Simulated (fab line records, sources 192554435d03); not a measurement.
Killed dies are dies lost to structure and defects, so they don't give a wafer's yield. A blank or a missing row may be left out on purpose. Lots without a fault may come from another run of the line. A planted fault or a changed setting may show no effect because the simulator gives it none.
Chamber matching | flow n5_finfet | N5_BEOL_M6_CURE_74 on uv_cure-01: 3 sister chambers
The step cures SiCOH lowk, time 240 s. 3 wafers are shown with their chamber, then 12 later ones without.

WAFERS WITH THEIR CHAMBER
wafer  | chamber | wafer_temp_C_max
L079.6 | 1       | 387.4
L084.6 | 2       | 386.2
L086.5 | 0       | 385.6

WAFERS WITHOUT THEIR CHAMBER
wafer  | wafer_temp_C_max
L087.2 | 386.5
L087.5 | 386.3
L087.6 | 386.5
L088.3 | 386.1
L088.4 | 386.3
L088.6 | 386.0
L091.1 | 388.7
L091.3 | 388.0
L091.6 | 388.2
L095.1 | 388.3
L095.3 | 387.0
L095.5 | 388.0

WHICH CHAMBER EACH WENT THROUGH
wafer  | from the rows above          | in truth
L087.2 | can't be placed: 2 or 0 or 1 | 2
L087.5 | can't be placed: 2 or 0 or 1 | 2
L087.6 | can't be placed: 2 or 0 or 1 | 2
L088.3 | can't be placed: 2 or 0      | 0
L088.4 | can't be placed: 2 or 0 or 1 | 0
L088.6 | can't be placed: 2 or 0      | 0
L091.1 | 1                            | 1
L091.3 | 1                            | 1
L091.6 | 1                            | 1
L095.1 | 1                            | 1
L095.3 | can't be placed: 1 or 2 or 0 | 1
L095.5 | 1                            | 1
Placed correctly: 5 of 12. Can't be placed from these rows: 7 (the true chamber is among the candidates in 7). Placed wrongly: 0.
How it was worked out, from the rows above alone: a wafer's distance from a chamber is the root of the sum, over the readings, of the square of ((its reading less the chamber's mean) divided by the reading's scatter). The wafer belongs to the nearest chamber; if the next one is less than 2 further off, it can't be placed. A chamber's mean is the mean of its shown wafers. The scatter: with one shown wafer a chamber, the root of the mean of the squares of how far each hidden wafer lies from its nearest shown one.
